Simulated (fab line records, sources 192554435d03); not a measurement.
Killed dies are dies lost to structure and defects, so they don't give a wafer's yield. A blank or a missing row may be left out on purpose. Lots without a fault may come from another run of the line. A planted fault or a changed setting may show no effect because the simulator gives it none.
A struck lot beside a sound one | flow n5_finfet | 16 steps out of a route of 1938
Sound: wafers L556.3, L556.4, L556.6. Struck: wafer L567.1. (L567.4, L567.6 of the same lot were not struck and are left out.) The cause comes at the end.
At each step with rows: each side's tool, then ch and its chambers, then its first start. Under that, the readings that differ: sound wafers | struck wafers | difference of the means | sigmas: that difference in standard deviations of wafers without a fault.
alike: readings whose means differ by less than 2 such deviations, and words and numbers that are the same on both sides. not compared: withheld readings, readings that some wafer has no value for, bounds like >300 that may hide the same value, and numbers for which the record gives no deviation and whose values overlap.
The two part at a step that has a row with sigmas, a row that says differs or no value, or rows on one side only. Numbers that don't overlap but have no deviation are shown without sigmas and don't part them. A reading that every wafer of one side lacks parts them only if that side has two wafers or more.

first, 5 steps without rows for these wafers: N5_SD_EPI_P_EBR_05; N5_SD_EPI_P_SOFTBAKE_04 (time 60 s); N5_SD_EPI_P_EXPOSE_06 (exposes mask SD P BLK, target cd 240 nm); N5_SD_EPI_P_PEB_07 (peb time 60 s); N5_SD_EPI_P_DEVELOP_08 (develop time 30 s).
N5_SD_EPI_P_CD_MEAS_09: target cd 240 nm.
  sound on cd_sem-02 ch 0, day 4 12:11; struck on cd_sem-03 ch 0, day 7 09:33
  alike: cd_nm
N5_SD_EPI_P_OVL_MEAS_10:
  sound on overlay-01 ch 0, day 4 12:13; struck on overlay-02 ch 0, day 7 09:35
  reading           | sound          | struck | difference | sigmas
  SD_P_BLK_OVL (nm) | -0.9 -0.9 -1.8 | 0.8    | +2.0       | +3
N5_SD_EPI_P_INSPECT_11: inspects for defects (macro).
  sound on defect_inspect-01, day 4 12:14; struck on defect_inspect-01, day 7 09:37
  alike: raw_defect_count
N5_SD_EPI_P_DESCUM_14: chemistry O2, time 7.9 s.
  sound on rie_diel-02 ch 1,2, day 4 12:16; struck on rie_diel-04 ch 1, day 7 09:38
  reading                         | sound          | struck | difference | sigmas
  showerhead_plenum_p_Torr (Torr) | 2.07 1.97 2.07 | 2.17   | +0.13      | +2
  alike: bias_power_w, drypump_motor_current_A, oes_product_au, rf_fwd_power_W, rf_vpp_V, temp_c, throttle_valve_pct
  not compared: rf_hours_counter_h
N5_SD_EPI_P_ETCH_36: etches SiARC in CF4, target depth 45.5 nm, time 75.8 s.
  sound on rie_diel-02 ch 1,2, day 4 12:18; struck on rie_diel-04 ch 1, day 7 09:41
  alike: drypump_motor_current_A, etch_rf_on_time_s, oes_product_au, rf_fwd_power_W, rf_vpp_V, showerhead_plenum_p_Torr, throttle_valve_pct
  not compared: rf_hours_counter_h
N5_SD_EPI_P_ETCH_37: etches SOC in N2/H2, overetch 108 nm, time 486 s.
  sound on rie_diel-02 ch 1,2, day 4 12:21; struck on rie_diel-04 ch 1, day 7 09:44
  alike: drypump_motor_current_A, oes_product_au, rf_fwd_power_W, rf_vpp_V, showerhead_plenum_p_Torr, temp_c, throttle_valve_pct
  not compared: rf_hours_counter_h
then, 1 step without rows for these wafers: N5_SD_EPI_P_STRIP_38 (strips in N2/H2).
N5_SD_EPI_P_ETCHBACK_46: etches SiNx in CH3F/O2, stops on SiO2, target depth 17.5 nm.
  sound on rie_diel-02 ch 1,2, day 4 12:41; struck on rie_diel-04 ch 1, day 7 10:04
  reading               | sound          | struck  | difference | sigmas
  oes_product_au (a.u.) | 0.66 0.57 0.67 | 0.77    | +0.14      | +2
  over_etch_frac        | 0.3 0.3 0.3    | 0.28932 | -0.01068   |
  alike: drypump_motor_current_A, rf_fwd_power_W, rf_vpp_V, showerhead_plenum_p_Torr, throttle_valve_pct
  not compared: rf_hours_counter_h
N5_SD_EPI_P_ETCH_47: etches SiOCN in CH3F/O2, target depth 25 nm.
  sound on rie_diel-02 ch 1,2, day 4 12:47; struck on rie_diel-04 ch 1, day 7 10:10
  alike: drypump_motor_current_A, oes_product_au, rf_fwd_power_W, rf_vpp_V, showerhead_plenum_p_Torr, throttle_valve_pct
  not compared: rf_hours_counter_h
-- the record jumps here: 5 days lie between the struck wafers' starts before and after (it left off in module SD_EPI_P and takes up again in module BEOL_M4, whose first step shown is number 1111 of the route) --
N5_BEOL_M4_RC_MEAS_101:
  sound on prober-01 ch 0, day 9 04:04; struck on prober-01 ch 0, day 12 08:23
  reading   | sound                | struck | difference | sigmas
  VT_P (mV) | -251.2 -248.2 -249.5 | -256.5 | -6.9       | -2
  alike: DIBL_N, DIBL_P, IOFF_N, IOFF_P, ION_N, ION_P, SS_N, SS_P, VT_N
then, 1 step without rows for these wafers: N5_PASSIVATION_PROBE_49.

WHERE THEY PART
First at N5_SD_EPI_P_OVL_MEAS_10; last, within this record, at N5_BEOL_M4_RC_MEAS_101.

WHY: what the simulator had put in
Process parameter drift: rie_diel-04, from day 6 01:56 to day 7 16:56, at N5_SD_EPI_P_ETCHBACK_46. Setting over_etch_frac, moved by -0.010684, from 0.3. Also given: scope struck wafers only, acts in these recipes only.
